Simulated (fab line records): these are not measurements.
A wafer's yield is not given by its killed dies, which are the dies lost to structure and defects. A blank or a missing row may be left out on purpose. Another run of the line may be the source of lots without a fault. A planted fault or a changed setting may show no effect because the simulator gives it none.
fab line records	flow n5-finfet
record: lots: 7	wafers: 21
route steps=1938 shown BEOL_M0@721 BEOL_M1@797 BEOL_M2@851 BEOL_M3@938 BEOL_M4@1027 BEOL_M5@1140
start-h: hours from the record's first day to the start of the lot's first wafer shown	wait-h: hours elapsed since this lot's preceding step	" unchanged from the row above	L1.1+2: one row covering several wafers at once	- no value present, or no start provided	* or withheld: withheld	< > ~ a bound
route shown NAME@n: names a module that has steps shown in the file, with the first one's number in the route	usual: average and standard deviation across the fault-free wafers	same: alike in all rows	chamber/n: place in a boat	sites: readings site by site	_std_site: the standard deviation of these	_edge_site: inner sites' mean taken away from outer sites' mean	radius-mm: for every site, how far away it sits from the centre of the wafer	mask NAME#n: copy n	behind: tool/chamber where the wafer was last shaped	hold: why the lot was held/for how many hours/how that ended	device: the n, p or np transistor that did not switch	end of line: at the end of the route, the tests of the same wafers	step lacking rows: just its recipe	killed: at the first sort, the dies lost to defects and structure; wafer yield is something else	map: per-die view of a wafer (x killed, . not killed, _ where there is no die)
set.NAME: setting as actually run; set.NAME@STEP: the setting as run at that earlier step	model.NAME: the simulator's own value behind a step, which no gauge read
one table per step and one row per wafer, for lots whose settings were changed on purpose
== steps ==
step: N5_BEOL_M0_TRENCH_ETCH_107
recipe: chemistry: C4F6/O2	target-depth-a: 328	target: SiOC	time-s: 16.4	ion-energy-ev: 250	pressure-mtorr: 30	source-w: 355	bias-w: 185	Ar_flow_sccm: 300	C4F6_flow_sccm: 10	O2_flow_sccm: 10
lot.wafer	tool	chamber	start-h	wait-h	set.target-depth-a	model.BEOL_M0.feature-depth-nm
L077.1	rie-diel-03	3	135.74	0.0	328	32.6
L077.3	"	0	"	"	339.8	34.4
L077.5	"	1	"	"	328	32
L079.1	rie-diel-03	3	142.73	0.0	361.4	35.6
L079.2	"	0	"	"	361.4	36.2
L079.4	"	1	"	"	328	31.8
L083.4	rie-diel-03	0	173.47	0.0	328	33
L083.5	"	2	"	"	328	32.8
L083.6	"	1	"	"	328	31.8
L084.2	rie-diel-03	3	178.11	0.0	328	32
L084.3	"	1	"	"	328	31.6
L084.5	"	0	"	"	328	33
L086.2	rie-diel-04	2	191.62	0.0	328	32.6
L086.4	"	0	"	"	296.6	28.4
L086.5	"	3	"	"	328	32.2
L087.1	rie-diel-04	3	199.16	0.0	345	34.4
L087.3	"	0	"	"	328	31.8
L087.6	"	2	"	"	328	32.6
L094.1	rie-diel-04	1	233.31	0.0	328	32.2
L094.2	"	2	"	"	328	33.4
L094.6	"	3	"	"	328	32.8
step: N5_BEOL_M0_STRIP_142
recipe: chemistry: N2/H2	time-s: 10	power-w: 450	temp-c: 40	pressure-mtorr: 20	rf-frequency-hz: 6e+07	bias-power-w: 7	n2-flow-sccm: 200	h2-flow-sccm: 200
step: N5_BEOL_M0_OCD_MEAS_108
usual: trench-depth-nm: 32.4/0.64
lot.wafer	tool	chamber	start-h	wait-h	set.target-depth-a@BEOL_M0_TRENCH_ETCH_107	trench-depth-nm
L077.1	ocd-02	-	135.84	0.1	328	32.2
L077.3	"	-	"	"	339.8	34.4
L077.5	"	-	"	"	328	32.0
L079.1	ocd-01	-	142.84	0.1	361.4	35.2
L079.2	"	-	"	"	361.4	36.3
L079.4	"	-	"	"	328	31.6
L083.4	ocd-01	-	173.58	0.1	328	33.2
L083.5	"	-	"	"	328	32.7
L083.6	"	-	"	"	328	31.8
L084.2	ocd-02	-	178.22	0.1	328	32.0
L084.3	"	-	"	"	328	31.3
L084.5	"	-	"	"	328	33.3
L086.2	ocd-01	-	191.73	0.1	328	32.4
L086.4	"	-	"	"	296.6	28.5
L086.5	"	-	"	"	328	32.1
L087.1	ocd-02	-	199.26	0.1	345	34.5
L087.3	"	-	"	"	328	32.0
L087.6	"	-	"	"	328	32.3
L094.1	ocd-02	-	233.42	0.1	328	32.0
L094.2	"	-	"	"	328	33.2
L094.6	"	-	"	"	328	33.1
step: N5_BEOL_M1_VIA_ETCH_34
recipe: chemistry: C4F6/O2	target-depth-a: 678	mask-material: SOC	pressure-mtorr: 15	ion-energy-ev: 250	taper-deg: 4	time-s: 64.4	source-w: 350	bias-w: 170	Ar_flow_sccm: 300	C4F6_flow_sccm: 10	O2_flow_sccm: 10
usual: rf-vpp-V: 658/18
lot.wafer	tool	chamber	start-h	wait-h	set.bias-w	rf-vpp-V
L077.1	rie-diel-01	1	143.56	0.0	170	666
L077.3	"	3	"	"	170	659
L077.5	"	2	"	"	170	672
L079.1	rie-diel-05	1	156.34	0.0	145.5	581
L079.2	"	0	"	"	170	704
L079.4	"	2	"	"	145.5	553
L083.4	rie-diel-02	0	183.70	0.0	170	640
L083.5	"	3	"	"	170	640
L083.6	"	1	"	"	170	651
L084.2	rie-diel-02	3	187.08	0.0	146	567
L084.3	"	1	"	"	146	576
L084.5	"	3	"	"	170	642
L086.2	rie-diel-02	1	201.95	0.0	170	651
L086.4	"	0	"	"	170	640
L086.5	"	1	"	"	154.1	602
L087.1	rie-diel-01	1	207.06	0.0	170	665
L087.3	"	3	"	"	195.8	736
L087.6	"	0	"	"	170	672
L094.1	rie-diel-02	0	244.68	0.0	170	641
L094.2	"	2	"	"	170	659
L094.6	"	2	"	"	170	661
step: N5_BEOL_M2_EXPOSE_08
recipe: mask-id: M2	na: 0.33	source-shape: dipole	sigma-inner: 0.369	sigma-outer: 0.767	polarization: unpolarized	dose-mj: 41.25
lot.wafer	tool	chamber	start-h	wait-h	mask	set.dose-mj
L077.1+3+5	euv-scanner-01	0	149.16	-	M2#0	41.25
L079.1+2+4	euv-scanner-02	0	163.33	-	M2#0	41.25
L083.4+5+6	euv-scanner-02	0	191.60	-	M2#0	41.25
L084.2+5	euv-scanner-02	0	193.00	-	M2#0	43.2
L084.3	"	0	"	"	M2#0	41.25
L086.2+4	euv-scanner-02	0	211.00	-	M2#0	41.25
L086.5	"	0	"	"	M2#0	39.78
L087.1+3	euv-scanner-02	0	212.54	-	M2#0	41.25
L087.6	"	0	"	"	M2#0	39.12
L094.1+2+6	euv-scanner-01	0	249.43	-	M2#0	41.25
step: N5_BEOL_M2_PEB_09
recipe: peb-temp-c: 100	peb-time-s: 60	resist: CAR-EUV
step: N5_BEOL_M2_DEVELOP_10
recipe: develop-time-s: 30	developer: TMAH	resist: CAR-EUV	rinse-liquid: surfactant-rinse	dry: air-spin	dev-temp-c: 23
step: N5_BEOL_M2_DESCUM_16
recipe: chemistry: O2	time-s: 7	source-power-w: 50	bias-power-w: 20	pressure-mtorr: 20	rf-frequency-hz: 2.712e+07	temp-c: 40	resist: CAR-EUV	o2-flow-sccm: 225
step: N5_BEOL_M2_ETCH_74
recipe: chemistry: N2/H2	target: underlayer	target-depth-a: 65	mask-material: CAR-EUV	time-s: 5.2	ion-energy-ev: 200	pressure-mtorr: 30	source-w: 840	bias-w: 150	n2-flow-sccm: 200	h2-flow-sccm: 200	ends: cleared
step: N5_BEOL_M2_ETCH_63
recipe: chemistry: CF4	target: SiARC	target-depth-a: 156	mask-material: CAR-EUV	time-s: 26	ion-energy-ev: 80	pressure-mtorr: 40	source-w: 545	bias-w: 36	Ar_flow_sccm: 100	cf4-flow-sccm: 100	ends: cleared
lot.wafer	tool	chamber	start-h	wait-h	set.dose-mj@BEOL_M2_EXPOSE_08	model.BEOL_M2.cd-offset-nm
L077.1+3+5	rie-diel-04	3,0,1	149.47	0.0	41.25	0.4
L079.1	rie-diel-04	3	163.70	0.0	41.25	0.2
L079.2	"	2	"	"	41.25	-0.2
L079.4	"	1	"	"	41.25	0
L083.4+5	rie-diel-03	2	191.95	0.0	41.25	0.2
L083.6	"	1	"	"	41.25	-0.2
L084.2	rie-diel-06	3	193.30	0.0	43.2	1.2
L084.3	"	0	"	"	41.25	0
L084.5	"	0	"	"	43.2	0.8
L086.2+4	rie-diel-04	0,3	211.30	0.0	41.25	0.4
L086.5	"	1	"	"	39.78	-0.6
L087.1	rie-diel-04	3	212.86	0.0	41.25	0.4
L087.3	"	1	"	"	41.25	0
L087.6	"	2	"	"	39.12	-0.8
L094.1	rie-diel-03	2	249.73	0.0	41.25	0.6
L094.2	"	0	"	"	41.25	0.2
L094.6	"	3	"	"	41.25	0.4
step: N5_BEOL_M2_ETCH_64
recipe: chemistry: N2/H2	target: SOC	target-depth-a: 750	overetch-a: 225	mask-material: SiARC	temp-c: 40	time-s: 121.9	ion-energy-ev: 200	pressure-mtorr: 30	source-w: 840	bias-w: 150	n2-flow-sccm: 200	h2-flow-sccm: 200
usual: rf-vpp-V: 524.1/2.4
lot.wafer	tool	chamber	start-h	wait-h	set.source-w	set.dose-mj@BEOL_M2_EXPOSE_08	rf-vpp-V	model.BEOL_M2.cd-offset-nm
L077.1	rie-diel-04	3	149.50	0.0	840	41.25	526.9	0.4
L077.3	"	0	"	"	956.1	41.25	497.2	0.4
L077.5	"	1	"	"	956.1	41.25	504.1	0.4
L079.1	rie-diel-04	3	163.73	0.0	958.1	41.25	503.9	0.4
L079.2	"	2	"	"	958.1	41.25	498.8	0
L079.4	"	1	"	"	840	41.25	526.4	-0.2
L083.4	rie-diel-03	2	191.98	0.0	840	41.25	525.9	0.2
L083.5	"	2	"	"	840	41.25	524.9	0.2
L083.6	"	1	"	"	840	41.25	526.2	-0.2
L084.2	rie-diel-06	3	193.33	0.0	925.1	43.2	507.3	1
L084.3	"	0	"	"	840	41.25	529.6	0
L084.5	"	0	"	"	840	43.2	527.6	0.8
L086.2	rie-diel-04	0	211.33	0.0	840	41.25	519.0	0.2
L086.4	"	3	"	"	754.3	41.25	544.8	0.4
L086.5	"	1	"	"	754.3	39.78	545.7	-0.8
L087.1	rie-diel-04	3	212.88	0.0	840	41.25	524.7	0.6
L087.3	"	1	"	"	879.8	41.25	517.9	0.2
L087.6	"	2	"	"	879.8	39.12	513.8	-0.8
L094.1	rie-diel-03	2	249.76	0.0	840	41.25	525.6	1
L094.2	"	0	"	"	840	41.25	525.1	0.6
L094.6	"	3	"	"	840	41.25	522.2	0.4
step: N5_BEOL_M3_COAT_05
recipe: resist: CAR-EUV	spin-rpm: 1500	resist-thk-nm: 30
lot.wafer	tool	chamber	start-h	wait-h	set.spin-rpm	model.CAR-EUV_of_BEOL_M3_COAT_05.thk-nm
L077.1	litho-track-04	0	-	-	1500	30
L077.3+5	"	0	"	"	1657	28.4
L079.1+2+4	litho-track-03	0	-	-	1500	30
L083.4+5+6	litho-track-02	0	-	-	1500	30
L084.2	litho-track-03	0	-	-	1384	31
L084.3	"	0	"	"	1500	29.8
L084.5	"	0	"	"	1500	30
L086.2+4+5	litho-track-02	0	-	-	1500	30
L087.1+3+6	litho-track-02	0	-	-	1500	30
L094.1+6	litho-track-02	0	-	-	1500	30
L094.2	"	0	"	"	1500	30.2
step: N5_BEOL_M3_ETCH_64
recipe: chemistry: N2/H2	target: SOC	target-depth-a: 750	overetch-a: 150	mask-material: SiARC	temp-c: 40	time-s: 112.5	ion-energy-ev: 200	pressure-mtorr: 30	source-w: 840	bias-w: 150	n2-flow-sccm: 200	h2-flow-sccm: 200
lot.wafer	tool	chamber	start-h	wait-h	set.time-s	model.SiARC_of_BEOL_M3_COAT_62.thk-nm
L077.1	rie-diel-01	2	162.96	0.0	112.5	6.8
L077.3	"	3	"	"	112.5	7
L077.5	"	2	"	"	112.5	6.6
L079.1	rie-diel-02	2	174.04	0.0	112.5	7
L079.2+4	"	0	"	"	112.5	7.2
L083.4	rie-diel-01	3	202.14	0.0	112.5	7
L083.5	"	2	"	"	133.8	5.8
L083.6	"	1	"	"	112.5	6.8
L084.2+5	rie-diel-05	1	207.83	0.0	94.78	7.4
L084.3	"	3	"	"	112.5	6.8
L086.2+5	rie-diel-05	2	218.78	0.0	112.5	7
L086.4	"	0	"	"	91.99	7.6
L087.1+6	rie-diel-02	3	223.83	0.0	112.5	6.8
L087.3	"	2	"	"	112.5	6.6
L094.1+6	rie-diel-02	1,0	267.95	0.0	112.5	7.2
L094.2	"	3	"	"	112.5	6.8
step: N5_BEOL_M4_COAT_73
recipe: resist: underlayer	temp-c: 205	time-s: 60	spin-rpm: 1500	resist-thk-nm: 5
lot.wafer	tool	chamber	start-h	wait-h	set.spin-rpm
L077.1+5	litho-track-05	0	-	-	1500
L077.3	"	0	"	"	1622
L079.1+4	litho-track-01	0	-	-	1500
L079.2	"	0	"	"	1593
L083.4+6	litho-track-01	0	-	-	1551
L083.5	"	0	"	"	1500
L084.2+3	litho-track-05	0	-	-	1452
L084.5	"	0	"	"	1500
L086.2+4+5	litho-track-03	0	-	-	1500
L087.1+3	litho-track-03	0	-	-	1358
L087.6	"	0	"	"	1500
L094.1+2+6	litho-track-01	0	-	-	1500
step: N5_BEOL_M4_DESCUM_16
recipe: chemistry: O2	time-s: 7	source-power-w: 50	bias-power-w: 20	pressure-mtorr: 20	rf-frequency-hz: 2.712e+07	temp-c: 40	resist: CAR-EUV	o2-flow-sccm: 225
lot.wafer	tool	chamber	start-h	wait-h	set.time-s	model.CAR-EUV_of_BEOL_M4_COAT_05.thk-nm
L077.1	rie-diel-06	1	172.21	0.0	6.318	26.4
L077.3+5	"	2	"	"	7	26
L079.1	rie-diel-03	1	187.87	0.0	7	26.2
L079.2	"	0	"	"	6.104	26.8
L079.4	"	3	"	"	7	26
L083.4+5	rie-diel-06	2,0	215.92	0.0	7	26
L083.6	"	3	"	"	5.936	26.4
L084.2+3+5	rie-diel-06	3,2,2	217.34	0.1	7	26
L086.2+4+5	rie-diel-04	3,0,2	229.40	0.0	7	26
L087.1+6	rie-diel-06	2,3	234.01	0.0	5.534	26.8
L087.3	"	1	"	"	7	26
L094.1	rie-diel-04	2	274.83	0.0	7	26
L094.2+6	"	0	"	"	7	26.2
step: N5_BEOL_M4_ETCH_74
recipe: chemistry: N2/H2	target: underlayer	target-depth-a: 65	mask-material: CAR-EUV	time-s: 5.2	ion-energy-ev: 200	pressure-mtorr: 30	source-w: 840	bias-w: 150	n2-flow-sccm: 200	h2-flow-sccm: 200	ends: cleared
lot.wafer	tool	chamber	start-h	wait-h	set.spin-rpm@BEOL_M4_COAT_73	set.time-s@BEOL_M4_DESCUM_16	model.CAR-EUV_of_BEOL_M4_COAT_05.thk-nm	model.etch.depth-nm
L077.1	rie-diel-06	1	172.24	0.0	1500	6.318	20.6	5.013
L077.3	"	2	"	"	1622	7	20.4	4.848
L077.5	"	2	"	"	1500	7	20	5.019
L079.1	rie-diel-03	1	187.91	0.0	1500	7	20.4	5.007
L079.2	"	0	"	"	1593	6.104	21.2	4.872
L079.4	"	3	"	"	1500	7	20.2	5.015
L083.4	rie-diel-06	2	215.96	0.0	1551	7	20.2	4.926
L083.5	"	0	"	"	1500	7	20.2	5.017
L083.6	"	3	"	"	1551	5.936	20.8	4.932
L084.2	rie-diel-06	3	217.37	0.0	1452	7	20.2	5.082
L084.3	"	2	"	"	1452	7	20.2	5.088
L084.5	"	2	"	"	1500	7	20.2	4.988
L086.2	rie-diel-04	3	229.44	0.0	1500	7	20.2	4.984
L086.4	"	0	"	"	1500	7	20.2	4.988
L086.5	"	2	"	"	1500	7	20.2	4.989
L087.1	rie-diel-06	2	234.05	0.0	1358	5.534	20.6	5.25
L087.3	"	1	"	"	1358	7	20	5.256
L087.6	"	3	"	"	1500	5.534	21	4.997
L094.1	rie-diel-04	2	274.86	0.0	1500	7	20.4	5.015
L094.2	"	0	"	"	1500	7	20.4	4.995
L094.6	"	0	"	"	1500	7	20.4	5.011
step: N5_BEOL_M4_ETCH_63
recipe: chemistry: CF4	target: SiARC	target-depth-a: 156	mask-material: CAR-EUV	time-s: 26	ion-energy-ev: 80	pressure-mtorr: 40	source-w: 545	bias-w: 36	Ar_flow_sccm: 100	cf4-flow-sccm: 100	ends: cleared
lot.wafer	tool	chamber	start-h	wait-h	set.time-s@BEOL_M4_DESCUM_16	model.CAR-EUV_of_BEOL_M4_COAT_05.thk-nm
L077.1	rie-diel-06	1	172.26	0.0	6.318	11.4
L077.3	"	2	"	"	7	11
L077.5	"	2	"	"	7	10.8
L079.1	rie-diel-03	1	187.92	0.0	7	11.2
L079.2	"	0	"	"	6.104	12
L079.4	"	3	"	"	7	11
L083.4+5	rie-diel-06	2,0	215.97	0.0	7	11
L083.6	"	3	"	"	5.936	11.6
L084.2+3+5	rie-diel-06	3,2,2	217.39	0.0	7	11
L086.2+4+5	rie-diel-04	3,0,2	229.45	0.0	7	11
L087.1	rie-diel-06	2	234.06	0.0	5.534	11.4
L087.3	"	1	"	"	7	10.8
L087.6	"	3	"	"	5.534	11.8
L094.1+2+6	rie-diel-04	2,0,0	274.88	0.0	7	11.2
step: N5_BEOL_M5_COAT_66
recipe: resist: SiARC	temp-c: 220	time-s: 60	spin-rpm: 1500	resist-thk-nm: 12
lot.wafer	tool	chamber	start-h	wait-h	set.spin-rpm	model.SiARC_of_BEOL_M5_COAT_66.thk-nm
L077.1+3	litho-track-04	0	-	-	1442	12.2
L077.5	"	0	"	"	1500	12
L079.1+4	litho-track-02	0	-	-	1412	12.4
L079.2	"	0	"	"	1500	12
L083.4	litho-track-01	0	-	-	1397	12.4
L083.5+6	"	0	"	"	1500	12
L084.2+3+5	litho-track-04	0	-	-	1500	12
L086.2+5	litho-track-02	0	-	-	1630	11.6
L086.4	"	0	"	"	1500	12
L087.1	litho-track-04	0	-	-	1500	12
L087.3	"	0	"	"	1340	12.6
L087.6	"	0	"	"	1340	12.8
L094.1+2+6	litho-track-01	0	-	-	1500	12
== key ==
split: step: N5_BEOL_M0_TRENCH_ETCH_107	setting: target-depth-a	stated: 328	by: wafer
response: step: N5_BEOL_M0_TRENCH_ETCH_107	reading: model.BEOL_M0.feature-depth-nm	change: +0.421	per: 1%	r: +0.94
response: step: N5_BEOL_M0_OCD_MEAS_108	reading: trench-depth-nm	change: +0.42	per: 1%	r: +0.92
split: step: N5_BEOL_M1_VIA_ETCH_34	setting: bias-w	stated: 170	by: wafer
response: step: N5_BEOL_M1_VIA_ETCH_34	reading: rf-vpp-V	change: +6.06	per: 1%	r: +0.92
split: step: N5_BEOL_M2_EXPOSE_08	setting: dose-mj	stated: 41.25	by: wafer
response: step: N5_BEOL_M2_ETCH_63	reading: model.BEOL_M2.cd-offset-nm	change: +0.218	per: 1%	r: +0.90
response: step: N5_BEOL_M2_ETCH_64	reading: model.BEOL_M2.cd-offset-nm	change: +0.233	per: 1%	r: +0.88
split: step: N5_BEOL_M2_ETCH_64	setting: source-w	stated: 840	by: wafer
response: step: N5_BEOL_M2_ETCH_64	reading: rf-vpp-V	change: -2.01	per: 1%	r: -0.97
split: step: N5_BEOL_M3_COAT_05	setting: spin-rpm	stated: 1500	by: wafer
response: step: N5_BEOL_M3_COAT_05	reading: model.CAR-EUV_of_BEOL_M3_COAT_05.thk-nm	change: -0.149	per: 1%	r: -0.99
split: step: N5_BEOL_M3_ETCH_64	setting: time-s	stated: 112.5	by: wafer
response: step: N5_BEOL_M3_ETCH_64	reading: model.SiARC_of_BEOL_M3_COAT_62.thk-nm	change: -0.0439	per: 1%	r: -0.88
split: step: N5_BEOL_M4_COAT_73	setting: spin-rpm	stated: 1500	by: wafer
response: step: N5_BEOL_M4_ETCH_74	reading: model.etch.depth-nm	change: -0.0244	per: 1%	r: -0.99
split: step: N5_BEOL_M4_DESCUM_16	setting: time-s	stated: 7	by: wafer
response: step: N5_BEOL_M4_DESCUM_16	reading: model.CAR-EUV_of_BEOL_M4_COAT_05.thk-nm	change: -0.0384	per: 1%	r: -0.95
response: step: N5_BEOL_M4_ETCH_74	reading: model.CAR-EUV_of_BEOL_M4_COAT_05.thk-nm	change: -0.0445	per: 1%	r: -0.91
response: step: N5_BEOL_M4_ETCH_63	reading: model.CAR-EUV_of_BEOL_M4_COAT_05.thk-nm	change: -0.0455	per: 1%	r: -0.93
split: step: N5_BEOL_M5_COAT_66	setting: spin-rpm	stated: 1500	by: wafer
response: step: N5_BEOL_M5_COAT_66	reading: model.SiARC_of_BEOL_M5_COAT_66.thk-nm	change: -0.0589	per: 1%	r: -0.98
